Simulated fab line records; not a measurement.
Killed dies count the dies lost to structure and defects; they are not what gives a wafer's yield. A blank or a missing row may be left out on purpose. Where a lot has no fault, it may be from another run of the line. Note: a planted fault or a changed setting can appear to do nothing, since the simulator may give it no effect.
Comparing a struck lot with a sound one | flow n5 finfet | 16 steps out of a route of 1938
Sound: wafers L343.1, L343.2, L343.5. Struck: wafer L347.2 (L347.1, L347.6, from the same lot, were not struck and are left out); the cause is given at the end.
At each step with rows: each side's tool, then ch and its chambers, then its first start. Under that, the readings that differ: sound wafers | struck wafers | difference of the means | sigmas: that difference in standard deviations of wafers without a fault.
alike: same words and numbers on both sides, and readings whose means sit less than 2 such deviations apart. not compared: any withheld reading, any reading some wafer has no value for, any bound like >300 that may hide the same value, and any number with overlapping values for which the record gives no deviation.
A row with sigmas, a row that says differs or no value, or rows on one side alone: a step with any of these is where the two part. Numbers that have no deviation but don't overlap get no sigmas and don't part them. A reading that every wafer of one side lacks parts them only if that side has two wafers or more.

N5_HKMG_FIN_CD_MEAS_12 targets a cd of 92.8 nm.
  sound on cd sem-01 ch 0, day 4 07:35; struck on cd sem-01 ch 0, day 5 12:16
  alike: cd nm
N5_HKMG_FIN_OVL_MEAS_13:
  sound on overlay-01 ch 0, day 4 07:37; struck on overlay-01 ch 0, day 5 12:19
  alike: NWFM_OVL
N5_HKMG_FIN_INSPECT_14: inspects for defects (macro).
  struck on defect inspect-02, day 5 12:20; sound on defect inspect-01, day 4 07:39
  alike: raw defect count
N5_HKMG_FIN_DESCUM_17: chemistry O2, time 7.9 s.
  sound on rie diel-05 ch 0,1,3, day 4 07:47; struck on rie diel-03 ch 2, day 5 13:56
  alike: drypump motor current A, oes product au, rf vpp V, showerhead plenum p Torr, throttle valve pct
  not compared: rf hours counter h
N5_HKMG_FIN_ETCH_31: etches SiARC in CF4, target depth 45.5 nm, time 75.8 s.
  sound on rie diel-05 ch 0,1,3, day 4 07:49; struck on rie diel-03 ch 2, day 5 13:58
  reading                     | sound       | struck | difference | sigmas
  drypump motor current A (A) | 5.6 5.3 5.8 | 6.2    | +0.6       | +2
  alike: etch rf on time s, oes product au, rf vpp V, showerhead plenum p Torr, throttle valve pct
  not compared: rf hours counter h
N5_HKMG_FIN_ETCH_32: etches SOC in N2/H2, target depth 240 nm, time 300 s.
  sound on rie diel-05 ch 0,1,3, day 4 07:52; struck on rie diel-03 ch 2, day 5 14:01
  alike: drypump motor current A, oes product au, rf vpp V, showerhead plenum p Torr, throttle valve pct
  not compared: rf hours counter h
then, 1 step without rows for these wafers: N5_HKMG_FIN_STRIP_33 (strips in N2/H2).
N5_HKMG_FIN_STRIP_34: strips in CF4.
  sound on rie diel-05 ch 0,1,3, day 4 08:04; struck on rie diel-03 ch 2, day 5 14:13
  alike: drypump motor current A, oes product au, rf vpp V, showerhead plenum p Torr, throttle valve pct
  not compared: rf hours counter h
then, 1 step without rows for these wafers: N5_HKMG_FIN_ETCH_35 (etches SOC in N2/H2, target depth 215.8 nm, time 243.4 s).
N5_HKMG_FIN_STRIP_92: strips SOC in N2/H2, time 20 s.
  sound on rie diel-05 ch 0,1,3, day 4 08:14; struck on rie diel-03 ch 2, day 5 14:23
  alike: drypump motor current A, oes product au, rf vpp V, showerhead plenum p Torr, throttle valve pct
  not compared: rf hours counter h
then, 2 steps without rows for these wafers: N5_HKMG_FIN_WET_ETCH_18 (etches TiN in SC1, time 55 s, target depth 5.2 nm, rinse time 30 s); N5_HKMG_FIN_STRIP_19 (strips in N2/H2, time 360 s).
N5_HKMG_FIN_ALD_91: deposits TiN, target thk 1 nm, pulse time 1 s, purge time 3 s.
  sound on ald metal-02 ch 0,1,2, day 4 08:46; struck on ald metal-03 ch 1, day 5 14:55
  reading                      | sound | struck | difference | sigmas
  co reactant pulse time s (s) | 2 2 2 | 1.3004 | -0.6996    |
  alike: heater power w, precursor pulse height rel
then, 1 step without rows for these wafers: N5_HKMG_FIN_COAT_85 (time 60 s, resist thk 300 nm).
-- a jump in the record: the struck wafers' starts before and after are 3 days apart (it breaks off in module HKMG_FIN and resumes in module BEOL_M4, where the first step shown is number 1111 of the route) --
N5_BEOL_M4_RC_MEAS_101:
  sound on prober-02 ch 0, day 7 18:38; struck on prober-01 ch 0, day 8 20:15
  alike: DIBL_N, DIBL_P, IOFF_N, IOFF_P, ION_N, ION_P, SS_N, SS_P, VT_N, VT_P
-- the record jumps here: 4 days lie between the struck wafers' starts before and after (it left off in module BEOL_M4 and takes up again in module PASSIVATION, whose first step shown is number 1936 of the route) --
N5_PASSIVATION_PROBE_49:
  struck on prober-01, day 12 15:22; sound on prober-01, day 11 01:34
  reading                  | sound          | struck | difference | sigmas
  defect limited yield (%) | 90.3 88.4 89.3 | 92.5   | +3.2       | +2
  killed_at_M0_to_M3       | 36 30 40       | 16     | -19        | -2
  killed dies              | 114 137 126    | 89     | -37        | -2
  killed open              | 72 85 80       | 54     | -25        | -2
  killed short             | 41 45 43       | 24     | -19        | -2
  sort_bin_5_function (%)  | 6.1 6.9 5.8    | 3.4    | -2.9       | -3
  alike: killed_at_M4_up, killed at contacts, killed at front end, killed at other, sort_bin_6_memory, sort_bin_8_speed, sort n pass, sort yield pct

## WHERE THEY PART
At N5_HKMG_FIN_ETCH_31 first; at N5_PASSIVATION_PROBE_49 last (within this record only).

WHY: whatever the simulator had introduced
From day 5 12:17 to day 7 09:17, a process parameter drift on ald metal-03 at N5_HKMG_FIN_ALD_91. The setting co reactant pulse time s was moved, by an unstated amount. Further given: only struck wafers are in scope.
